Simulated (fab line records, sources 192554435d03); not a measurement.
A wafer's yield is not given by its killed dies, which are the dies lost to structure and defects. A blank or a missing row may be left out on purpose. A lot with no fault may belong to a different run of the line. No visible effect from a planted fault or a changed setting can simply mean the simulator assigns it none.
The tool behind it: which one? | flow n5-finfet | 9 lots, 22 wafers sampled, at 5 steps of a route of 1938

== WHAT THE GAUGES SHOWED, per wafer ==
N5_BEOL_M4_RC_MEAS_101.
lot  | measured     | on        | VT_N_LONG (mV)
L977 | day 9 14:08  | prober-01 | 273.7 272.8 272.9
L978 | day 10 10:10 | prober-01 | 306.7 275.0
L979 | day 9 21:41  | prober-01 | 301.8 273.4
L983 | day 11 16:47 | prober-02 | 272.0 271.6 272.7
L984 | day 11 16:20 | prober-01 | 304.3 301.1
L987 | day 12 00:33 | prober-01 | 274.0 274.1
L990 | day 13 05:14 | prober-02 | 278.1 278.0
L993 | day 13 10:43 | prober-01 | 273.7 277.2 275.7
L994 | day 14 02:49 | prober-01 | 277.9 276.9 279.3

== WHICH TOOL RAN EACH LOT (tool, then ch and the chambers of the sampled wafers, then the start) ==
lot  | N5_HKMG_FIN_ETCH_31               | N5_HKMG_FIN_ETCH_32               | N5_HKMG_FIN_ALD_91                 | N5_HKMG_FIN_ETCH_67
L977 | rie-diel-03 ch 1,2, day 5 14:53   | rie-diel-03 ch 1,2, day 5 14:56   | ald-metal-04 ch 0,2, day 5 15:50   | rie-diel-04 ch 0,1,2, day 5 17:14
L978 | rie-diel-01 ch 1,2, day 5 21:39   | rie-diel-01 ch 1,2, day 5 21:42   | ald-metal-03 ch 0,2, day 5 22:36   | rie-diel-03 ch 0,2, day 6 00:19
L979 | rie-diel-03 ch 2,3, day 6 03:29   | rie-diel-03 ch 2,3, day 6 03:37   | ald-metal-03 ch 0,1, day 6 04:25   | rie-diel-01 ch 0,2, day 6 05:49
L983 | rie-diel-04 ch 2,3, day 7 08:35   | rie-diel-04 ch 2,3, day 7 08:38   | ald-metal-02 ch 0,1,3, day 7 09:32 | rie-diel-03 ch 0,3, day 7 10:56
L984 | rie-diel-04 ch 2, day 7 10:13     | rie-diel-04 ch 2, day 7 10:16     | ald-metal-03 ch 1,3, day 7 11:09   | rie-diel-03 ch 0,2, day 7 12:34
L987 | rie-diel-04 ch 0,3, day 8 01:09   | rie-diel-04 ch 0,3, day 8 01:13   | ald-metal-04 ch 2, day 8 02:06     | rie-diel-03 ch 2, day 8 03:35
L990 | rie-diel-04 ch 0,1, day 8 22:40   | rie-diel-04 ch 0,1, day 8 22:43   | ald-metal-04 ch 2,3, day 8 23:37   | rie-diel-04 ch 2,3, day 9 01:14
L993 | rie-diel-04 ch 1,3, day 9 16:19   | rie-diel-04 ch 1,3, day 9 16:22   | ald-metal-03 ch 0,1,2, day 9 17:15 | rie-diel-04 ch 1,3, day 9 18:40
L994 | rie-diel-01 ch 0,2,3, day 9 20:28 | rie-diel-01 ch 0,2,3, day 9 20:32 | ald-metal-03 ch 0,2,3, day 9 21:25 | rie-diel-03 ch 0,1,2, day 9 22:50
- N5_HKMG_FIN_ETCH_31: etches SiARC in CF4, target depth 45.5 nm, time 75.8 s.
- N5_HKMG_FIN_ETCH_32: etches SOC in N2/H2, target depth 240 nm, time 300 s.
- N5_HKMG_FIN_ALD_91: deposits TiN, target thk 1 nm, pulse time 1 s, purge time 3 s.
- N5_HKMG_FIN_ETCH_67: etches SOC in N2/H2, stops on TiN, target depth 388.9 nm.

== THE ANSWER, worked out from the rows above alone ==
Rule: the lots themselves supply what counts as usual. Put in order of their means at a reading, lots are off if they are a third of the lots or fewer, leave a main group of 4 or more, and stand apart from it by a gap of 3 or more times the standard deviation of the main group's means; of several such gaps the widest counts. A main group is skipped when, at the precision printed for the reading in the tables above, its means are all equal. A lot without any number at a reading at which 4 lots or more have one is off too. The other lots that the step has rows for count as sound.
Off: L978, L979, L984, seen at N5_BEOL_M4_RC_MEAS_101 (VT_N_LONG). The main group: mean 275.1 mV, standard deviation 2.3.
A tool fits if, at a process step before that reading, it ran every lot that is off, and no sound lot after the first of them. Gauges at N5_BEOL_M4_RC_MEAS_101: tried the same way as those tools. No candidate that was tried fits.

== WHAT WAS PUT IN BY THE SIMULATOR ==
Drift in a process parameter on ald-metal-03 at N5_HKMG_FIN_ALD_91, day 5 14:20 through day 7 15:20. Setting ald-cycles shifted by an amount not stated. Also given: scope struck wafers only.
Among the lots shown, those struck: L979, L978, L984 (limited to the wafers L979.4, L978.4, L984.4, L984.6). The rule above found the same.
